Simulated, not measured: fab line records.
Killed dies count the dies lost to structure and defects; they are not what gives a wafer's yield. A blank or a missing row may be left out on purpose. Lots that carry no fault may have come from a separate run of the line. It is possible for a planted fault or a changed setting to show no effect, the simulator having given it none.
Matching of chambers + flow nand-harc + pecvd-04 running NHARC_A_STAIRCASE_DEP_471: 3 sister chambers
The step deposits SiO2, target thk 100 nm. 3 wafers are shown with their chamber, then 7 later ones without.

== WAFERS PAIRED WITH THEIR CHAMBERS ==
| wafer  | chamber | heater-power-w (W) |
|--------|---------|--------------------|
| L084.4 | 0       | 493                |
| L084.6 | 2       | 467                |
| L083.4 | 1       | 663                |

== WAFERS WHOSE CHAMBER IS MISSING ==
| wafer  | heater-power-w (W) |
|--------|--------------------|
| L083.5 | 472                |
| L088.3 | 481                |
| L088.4 | 693                |
| L088.5 | 500                |
| L089.1 | 496                |
| L089.4 | 498                |
| L089.5 | 682                |

== WHICH CHAMBER EACH WENT THROUGH ==
| wafer  | from the rows above     | in truth |
|--------|-------------------------|----------|
| L083.5 | can't be placed: 2 or 0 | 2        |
| L088.3 | can't be placed: 0 or 2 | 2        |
| L088.4 | 1                       | 1        |
| L088.5 | can't be placed: 0 or 2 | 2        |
| L089.1 | can't be placed: 0 or 2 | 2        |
| L089.4 | can't be placed: 0 or 2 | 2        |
| L089.5 | 1                       | 1        |
Correctly placed: 2 of 7. Cannot be placed on the basis of these rows: 5; the candidates contain the true chamber in 5. Wrongly placed: 0.
How it was worked out, from the rows above alone: a wafer's distance from a chamber is the root of the sum, over the readings, of the square of ((its reading less the chamber's mean) divided by the reading's scatter). The wafer belongs to the nearest chamber; if the next one is less than 2 further off, it can't be placed. For every chamber, the mean is computed from those of its wafers that are shown. The scatter: with one shown wafer a chamber, the root of the mean of the squares of how far each hidden wafer lies from its nearest shown one.
